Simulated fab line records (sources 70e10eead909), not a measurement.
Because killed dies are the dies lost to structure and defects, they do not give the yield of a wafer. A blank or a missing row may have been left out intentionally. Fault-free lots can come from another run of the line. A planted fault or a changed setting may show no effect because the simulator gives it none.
fab line records	flow nand_harc
[record] lots = 12	wafers = 36	last_day = 24
route steps=1159 shown A_STAIRCASE@620 END@1159
lots with no fault: from the same line, run without faults
start_h: the number of hours between the record's first day and the start of the first shown wafer of the lot	wait_h: hours since the lot's step before	" identical to the entry in the row above	L1.1+2: one row covering several wafers at once	- either no value or no given start	* or withheld: withheld	< > ~ a bound
route shown NAME@n: names a module that has steps shown in the file, with the first one's number in the route	usual: mean/standard deviation taken from wafers without a fault	same: alike in all rows	chamber/n: place in a boat	sites: readings site by site	_std_site: how widely they spread, as a standard deviation	_edge_site: inner sites' mean taken away from outer sites' mean	radius_mm: how far each site lies from the wafer's centre	mask NAME#n: copy n	behind: tool/chamber where the wafer was last shaped	hold: what put the lot on hold/how long, in hours/how the hold closed	device: the n, p or np transistor that did not switch	end of line: at the end of the route, the tests of the same wafers	a step given without rows: its recipe and nothing more	killed: at the first sort, the dies lost to defects and structure; wafer yield is something else	map: dies across one wafer; x = killed, . = not, _ = none there
set.NAME: the setting that was run; set.NAME@STEP: the one run at that earlier step	model.NAME: the simulator's own value behind a step, which no gauge read
one table for each step of the route and one row for each wafer, over a sample of lots
services: when a tool's chamber went out of use (start_h, in hours from the record's first day, below 0 if earlier), for how many hours, and the reason
[[steps]]
[step NHARC_A_STAIRCASE_TRIM_226]
[recipe] time_s = 211.2	o2_flow_sccm = 500	ar_flow_sccm = 0	bias_w = 0	chemistry = O2
[usual] drypump_motor_current_A = 5.9/0.41	mfc_ar_sccm = 0.010/0.011	oes_product_au = 1.000/0.0098	rf_vpp_V = 57.8/0.89	showerhead_plenum_p_Torr = 3.53/0.15	throttle_valve_pct = 17.037/0.01
[same] time_s = 211.2
lot.wafer	tool	chamber	start_h	wait_h	drypump_motor_current_A	mfc_ar_sccm	oes_product_au	rf_hours_counter_h	rf_vpp_V	showerhead_plenum_p_Torr	throttle_valve_pct
L947.4	rie_diel-10	1	-	-	5.7	0	1.007	-	57.9	3.79	17.035
L947.6	"	2	"	"	6.4	0	0.995	-	58.0	3.64	17.037
L947.5	"	3	"	"	5.9	0.002	1.011	-	57.1	3.28	17.056
L949.3	rie_diel-02	3	-	-	6.4	0	0.996	42	58.5	3.56	17.034
L949.5	"	3	"	"	6.3	0	0.992	-	60.0	3.56	17.044
L949.6	"	0	"	"	6.1	0	0.990	-	57.4	3.38	17.044
L948.1	rie_diel-02	0	-	-	6.0	0	0.989	45	56.9	3.38	17.042
L948.6	"	2	"	"	5.2	0.025	1.002	-	57.0	3.48	17.028
L948.5	"	3	"	"	6.4	0	1.003	-	57.7	3.56	17.026
L953.3	rie_diel-06	3	-	-	6.0	0	1.012	11	57.8	3.69	17.037
L953.5	"	0	"	"	6.5	0	0.980	-	57.7	3.48	17.016
L953.6	"	1	"	"	6.0	0.012	1.002	-	58.3	3.80	17.041
L955.4	rie_diel-02	3	-	-	6.3	0	1.007	55	57.4	3.55	17.044
L955.5	"	1	"	"	5.4	0.022	0.995	-	57.1	3.42	17.026
L955.6	"	2	"	"	5.2	0.025	1.015	-	56.4	3.48	17.032
L957.4	rie_diel-02	1	-	-	5.4	0.022	0.990	55	57.9	3.42	17.050
L957.1	"	2	"	"	5.2	0.025	0.998	49	57.6	3.48	17.025
L957.2	"	3	"	"	6.4	0	0.995	56	58.3	3.55	17.045
L956.4	rie_diel-06	3	-	-	6.0	0	1.010	21	57.7	3.68	17.037
L956.6	"	0	"	"	6.5	0	0.986	-	58.0	3.48	17.050
L956.5	"	1	"	"	6.0	0.012	1.003	-	57.7	3.80	17.035
L958.4	rie_diel-02	2	-	-	5.2	0.025	1.003	54	57.8	3.48	17.039
L958.2	"	3	"	"	6.4	0	1.001	60	57.8	3.55	17.029
L958.6	"	1	"	"	5.4	0.022	0.991	-	57.5	3.42	17.027
L960.1	rie_diel-06	3	329.77	-	6.0	0	1.015	30	57.8	3.67	17.020
L960.6	"	2	"	"	5.5	0.013	1.014	-	58.3	3.59	17.029
L960.5	"	3	"	"	6.0	0	1.035	-	57.7	3.67	17.044
L964.1	rie_diel-06	0	-	-	6.5	0	0.989	36	58.4	3.47	17.021
L964.4	"	1	"	"	6.0	0.012	1.012	36	58.6	3.79	17.047
L964.3	"	2	"	"	5.5	0.013	1.020	32	58.4	3.58	17.052
L968.4	rie_diel-02	1	-	-	5.4	0.022	1.004	14	56.7	3.41	17.046
L968.3	"	2	"	"	5.2	0.025	1.000	12	56.9	3.46	17.037
L968.6	"	1	"	"	5.4	0.022	1.006	-	57.5	3.41	17.027
L970.2	rie_diel-10	3	390.46	-	5.9	0.002	0.994	4	58.4	3.81	17.034
L970.1	"	0	"	"	6.2	0.030	0.998	9	59.0	3.69	17.023
L970.4	"	3	"	"	5.9	0.002	1.004	-	60.1	3.81	17.028
[step NHARC_A_STAIRCASE_ETCH_227]
[recipe] target_depth_a = 1000	time_s = 40.5	ion_energy_ev = 400	c4f8_flow_sccm = 20	o2_flow_sccm = 10	ar_flow_sccm = withheld	rf_w = 600	bias_w = 1000	chemistry = C4F8/O2
[usual] oes_product_au = 0.943/0.013	rf_vpp_V = 896/5.8
[same] time_s = 40.5
lot.wafer	tool	chamber	start_h	wait_h	oes_product_au	rf_hours_counter_h	rf_vpp_V
L947.6	rie_diel-10	2	-	-	0.935	-	899
L947.5	"	3	"	"	0.947	-	886
L947.4	"	1	"	"	0.940	-	906
L949.3	rie_diel-02	0	-	-	0.915	43	890
L949.6	"	3	"	"	0.932	-	897
L949.5	"	0	"	"	0.929	-	891
L948.1	rie_diel-02	3	-	-	0.949	45	897
L948.6	"	3	"	"	0.949	-	898
L948.5	"	0	"	"	0.940	-	891
L953.3	rie_diel-06	0	-	-	0.927	12	895
L953.5	"	1	"	"	0.946	-	906
L953.6	"	2	"	"	0.950	-	899
L955.4	rie_diel-02	1	-	-	0.941	54	893
L955.5	"	2	"	"	0.938	-	894
L955.6	"	3	"	"	0.960	-	896
L957.2	rie_diel-02	3	-	-	0.949	57	896
L957.4	"	0	"	"	0.944	57	890
L957.1	"	1	"	"	0.931	55	892
L956.4	rie_diel-06	1	-	-	0.958	22	905
L956.6	"	3	"	"	0.958	-	904
L956.5	"	0	"	"	0.931	-	894
L958.2	rie_diel-02	1	-	-	0.930	59	892
L958.4	"	2	"	"	0.939	54	894
L958.6	"	1	"	"	0.931	-	891
L960.1	rie_diel-06	0	-	-	0.931	31	893
L960.6	"	0	"	"	0.918	-	894
L960.5	"	1	"	"	0.946	-	906
L964.4	rie_diel-06	1	-	-	0.951	36	906
L964.3	"	3	"	"	0.955	36	901
L964.1	"	0	"	"	0.940	36	894
L968.3	rie_diel-02	0	-	-	0.927	15	890
L968.4	"	1	"	"	0.925	14	892
L968.6	"	1	"	"	0.936	-	892
L970.1	rie_diel-10	2	-	-	0.922	10	899
L970.2	"	0	"	"	0.929	10	902
L970.4	"	3	"	"	0.918	-	907
[step NHARC_A_STAIRCASE_DEP_259]
[recipe] target_thk_a = 300	target_thk_nm = 30	temp_c = 400	pressure_torr = 3.5	flow_sccm = 200	rf_w = 350	material = SiON
[usual] chamber_pressure_Torr = 3.500/0.0075	heater_power_outer_w = 455/56	heater_power_w = 745/72
lot.wafer	tool	chamber	start_h	wait_h	chamber_pressure_Torr	heater_power_outer_w	heater_power_w
L947.6	pecvd-01	0	251.31	0.1	3.502	391	647
L947.5	"	1	"	"	3.502	410	694
L947.4	"	2	"	"	3.495	464	729
L949.3	pecvd-01	2	268.93	1.0	3.498	536	819
L949.5	"	1	"	"	3.495	414	695
L949.6	"	0	"	"	3.499	364	658
L948.1	pecvd-04	1	273.62	1.6	3.481	513	812
L948.5	"	1	"	"	3.498	506	812
L948.6	"	2	"	"	3.495	385	674
L953.3	pecvd-03	1	286.68	1.0	3.506	415	703
L953.6	"	2	"	"	3.491	521	833
L953.5	"	0	"	"	3.496	471	766
L955.6	pecvd-04	0	308.28	0.2	3.501	530	847
L955.4	"	1	"	"	3.513	561	879
L955.5	"	2	"	"	3.515	434	734
L957.1	pecvd-04	2	311.16	1.6	3.488	387	670
L957.2	"	0	"	"	3.490	509	846
L957.4	"	0	"	"	3.496	512	814
L956.4	pecvd-01	1	315.02	0.7	3.495	400	693
L956.6	"	1	"	"	3.499	393	669
L956.5	"	0	"	"	3.502	349	604
L958.2	pecvd-04	1	320.34	1.3	3.496	572	862
L958.6	"	1	"	"	3.497	550	876
L958.4	"	0	"	"	3.499	488	796
L960.1	pecvd-03	0	336.46	1.6	3.510	473	754
L960.5	"	2	"	"	3.499	484	828
L960.6	"	0	"	"	3.514	489	744
L964.3	pecvd-04	1	347.45	1.0	3.487	447	721
L964.1	"	2	"	"	3.512	444	758
L964.4	"	2	"	"	3.506	440	767
L968.3	pecvd-01	1	378.65	1.0	-	-	-
L968.6	"	0	"	"	-	-	-
L968.4	"	1	"	"	-	-	-
L970.2	pecvd-04	2	396.58	1.2	-	-	-
L970.1	"	1	"	"	-	-	-
L970.4	"	0	"	"	-	-	-
[step NHARC_A_STAIRCASE_DESCUM_291]
[recipe] time_s = 3	o2_flow_sccm = 200	ar_flow_sccm = 0	bias_power_w = 0	chemistry = O2
[usual] drypump_motor_current_A = 6.0/0.36	mfc_ar_sccm = 0.009/0.012	oes_product_au = 1.001/0.01	rf_vpp_V = 57.9/0.87	showerhead_plenum_p_Torr = 1.95/0.095	throttle_valve_pct = 11.311/0.0098
[same] time_s = 3
lot.wafer	tool	chamber	start_h	wait_h	drypump_motor_current_A	mfc_ar_sccm	oes_product_au	rf_hours_counter_h	rf_vpp_V	showerhead_plenum_p_Torr	throttle_valve_pct
L947.4	rie_diel-06	1	252.08	-	6.0	0.012	1.007	1	58.4	2.08	11.314
L947.6	"	1	"	"	6.0	0.012	1.004	-	58.1	2.08	11.314
L947.5	"	2	"	"	5.5	0.013	1.018	-	56.9	1.96	11.304
L949.3	rie_diel-10	1	269.95	-	5.7	0	0.993	35	58.7	2.06	11.312
L949.5	"	3	"	"	5.9	0.002	0.996	-	56.2	1.77	11.312
L949.6	"	0	"	"	6.2	0.030	1.002	-	59.0	2.02	11.303
L948.1	rie_diel-10	0	274.59	-	6.2	0.030	1.015	27	58.8	2.02	11.312
L948.5	"	2	"	"	6.4	0	1.010	-	58.3	1.98	11.319
L948.6	"	3	"	"	5.9	0.002	1.013	-	58.3	1.77	11.306
L953.3	rie_diel-10	2	287.65	-	6.4	0	1.000	31	58.8	1.98	11.303
L953.5	"	0	"	"	6.2	0.030	1.006	-	57.9	2.02	11.310
L953.6	"	1	"	"	5.6	0	0.994	-	58.7	2.06	11.320
L955.4	rie_diel-02	2	309.20	-	5.2	0.025	0.997	51	57.7	1.88	11.285
L955.6	"	0	"	"	6.1	0	0.998	-	57.8	1.82	11.300
L955.5	"	1	"	"	5.4	0.022	0.989	-	56.8	1.85	11.331
L957.1	rie_diel-10	0	312.17	-	6.2	0.030	1.008	38	56.4	2.02	11.310
L957.2	"	1	"	"	5.7	0	0.994	48	57.5	2.06	11.305
L957.4	"	3	"	"	5.9	0.002	1.007	46	57.4	1.76	11.318
L956.4	rie_diel-06	0	316.03	-	6.4	0	0.984	22	56.5	1.88	11.301
L956.5	"	1	"	"	6.0	0.012	1.009	-	57.8	2.07	11.302
L956.6	"	2	"	"	5.5	0.013	1.025	-	58.3	1.95	11.312
L958.2	rie_diel-02	0	321.32	-	6.1	0	0.998	63	57.1	1.82	11.309
L958.4	"	1	"	"	5.4	0.022	0.997	63	56.7	1.85	11.311
L958.6	"	0	"	"	6.0	0	0.996	-	56.9	1.82	11.326
L960.1	rie_diel-06	3	337.42	-	6.0	0	1.016	35	56.7	2.00	11.309
L960.6	"	0	"	"	6.4	0	0.997	-	58.1	1.88	11.306
L960.5	"	1	"	"	6.0	0.012	1.007	-	58.3	2.06	11.335
L964.4	rie_diel-10	1	348.45	-	5.7	0	1.010	66	58.6	2.05	11.296
L964.1	"	2	"	"	6.4	0	0.999	55	58.2	1.97	11.311
L964.3	"	3	"	"	5.9	0.002	1.006	63	57.1	1.76	11.322
L968.3	rie_diel-10	2	379.58	-	6.4	0	0.993	5	56.8	1.96	11.291
L968.6	"	1	"	"	5.7	0	1.003	-	58.4	2.05	11.315
L968.4	"	0	"	"	6.2	0.030	0.993	-	59.0	2.01	11.309
L970.1	rie_diel-02	1	397.58	-	5.4	0.022	1.001	22	56.0	1.84	11.305
L970.2	"	2	"	"	5.2	0.025	1.005	20	56.3	1.87	11.310
L970.4	"	3	"	"	6.3	0	1.013	22	58.4	1.92	11.312
[step NHARC_END_SORT_01]
[recipe] temp_c = 25
[usual] killed_at_array = 28/10	killed_at_other = 0.5/0.82	killed_at_periphery = 3.4/2.2	killed_dies = 31/10	killed_open = 3.4/1.9	killed_short = 1.9/1.3
[same] gross_dies = 677
lot.wafer	tool	chamber	start_h	wait_h	killed_at_array	killed_at_other	killed_at_periphery	killed_dies	killed_open	killed_short
L968.3	prober-02	0	574.74	3.1	674	1	2	677	3	2
L968.4	prober-02	0	575.55	3.4	671	3	3	677	2	3
L968.6	prober-02	0	577.16	4.0	673	2	2	677	5	1
L970.1	prober-01	0	576.97	2.5	670	2	5	677	6	3
L970.2	prober-01	0	577.78	2.8	676	0	1	677	2	3
L970.4	prober-01	0	579.38	3.4	672	2	3	677	5	1
// killed by level:class
L968.3 A_STAIRCASE:area_dep=624 A_CHANNEL_HOLE_D1:chamber_film_flake=23 A_SLIT:chamber_film_flake=20 A_CONTACT:chamber_film_flake=3 P_CONTACT:geometric_particle:open=1 P_M2:geometric_particle:short=1 A_ONON_D1:geometric_particle:open=1 A_M0:geometric_particle:open=1
L968.4 A_STAIRCASE:area_dep=638 A_CHANNEL_HOLE_D1:chamber_film_flake=16 A_SLIT:chamber_film_flake=8 A_CONTACT:chamber_film_flake=4 THIN_TSV:chamber_film_flake=3 A_STAIRCASE:chamber_film_flake=2 P_GATE:geometric_particle:open=1 P_CONTACT:geometric_particle:open=1
L970.1 A_STAIRCASE:area_dep=642 A_SLIT:chamber_film_flake=11 A_CONTACT:chamber_film_flake=8 A_CONTACT:geometric_particle:open=3 P_GATE:chamber_film_flake=3 A_ONON_D1:geometric_particle:short=2 THIN_TSV:chamber_film_flake=2 P_GATE:geometric_particle:open=1
L968.6 A_STAIRCASE:area_dep=616 A_CHANNEL_HOLE_D1:chamber_film_flake=24 A_SLIT:chamber_film_flake=22 A_CONTACT:chamber_film_flake=4 A_WL_FILL:geometric_particle:open=2 THIN_TSV:chamber_film_flake=2 P_GATE:geometric_particle:open=1 P_CONTACT:geometric_particle:open=1
L970.2 A_STAIRCASE:area_dep=630 A_SLIT:chamber_film_flake=26 A_CHANNEL_HOLE_D1:chamber_film_flake=7 A_CONTACT:chamber_film_flake=5 A_CHANNEL_FILL_D1:geometric_particle:short=2 A_STAIRCASE:chamber_film_flake=2 A_ONON_D1:geometric_particle:open=1 A_CHANNEL_FILL_D1:geometric_particle:open=1
L970.4 A_STAIRCASE:area_dep=633 A_SLIT:chamber_film_flake=20 A_CHANNEL_HOLE_D1:chamber_film_flake=10 A_CONTACT:chamber_film_flake=6 P_GATE:geometric_particle:open=1 P_CONTACT:geometric_particle:open=1 A_CHANNEL_HOLE_D1:geometric_particle:open=1 A_SGD_CUT:geometric_particle:open=1
[[services]]
tool	chamber	start_h	hours	kind
rie_diel-10	0	232.39	22.6	repair
rie_diel-02	0	234.41	-	clean
rie_diel-02	1	234.41	-	clean
rie_diel-02	2	234.41	-	clean
rie_diel-02	3	234.41	-	clean
pecvd-01	-	237.19	13.0	pm
pecvd-04	2	240.71	8.4	repair
rie_diel-06	-	241.43	9.0	pm
rie_diel-02	0	260.01	-	clean
rie_diel-02	1	260.01	-	clean
pecvd-03	0	264.62	6.3	repair
pecvd-03	-	292.16	13.0	pm
rie_diel-10	-	310.41	0.8	repair
pecvd-04	-	314.10	1.7	repair
pecvd-01	2	314.69	31.1	repair
rie_diel-02	-	329.09	9.0	pm
pecvd-01	-	333.80	6.2	repair
rie_diel-10	-	353.53	9.0	pm
rie_diel-10	3	367.24	13.3	repair
pecvd-04	-	377.58	13.0	pm
rie_diel-10	1	386.81	5.0	repair
rie_diel-06	-	390.24	1.4	repair
pecvd-01	-	395.62	1.7	repair
pecvd-04	-	397.49	0.5	repair
[[key]]
[first_sign] step = NHARC_A_STAIRCASE_DEP_259	reading = tool_record	direction = missing
[effect] step = NHARC_END_SORT_01	reading = killed_at_array	direction = up	sigmas = 63	usual = 28	struck = 673
[more_kills_born_at] NHARC_A_STAIRCASE_DEP_259@pecvd-04 = 1905	NHARC_A_STAIRCASE_DEP_259@pecvd-01 = 1878
met_at NHARC_A_STAIRCASE_DEP_259
struck_lots L968,L970
later_rows_left_out L968.3,L968.4,L968.6,L970.1,L970.2,L970.4
tester_left_out L968,L970
not_acting_at NHARC_A_STAIRCASE_TRIM_226,NHARC_A_STAIRCASE_ETCH_227,NHARC_A_STAIRCASE_DESCUM_291
onset_between 347.45 378.65
[fault] kind = skipped_step_whole	tool = pecvd-01,pecvd-04	chamber = -	onset_h = 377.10	steps = NHARC_A_STAIRCASE_DEP_259	scope = struck_lots_only
// tester_left_out: of these lots the tester's yield and bins aren't shown, on N5 and GAA mostly nor the transistor test; their killed dies are dies lost to structure and defects alone, not to doping, threshold or leakage, so they don't give the yield
// later_rows_left_out: the simulator's readings of these wafers behind a module that went badly wrong aren't trusted and aren't shown, but for the sort
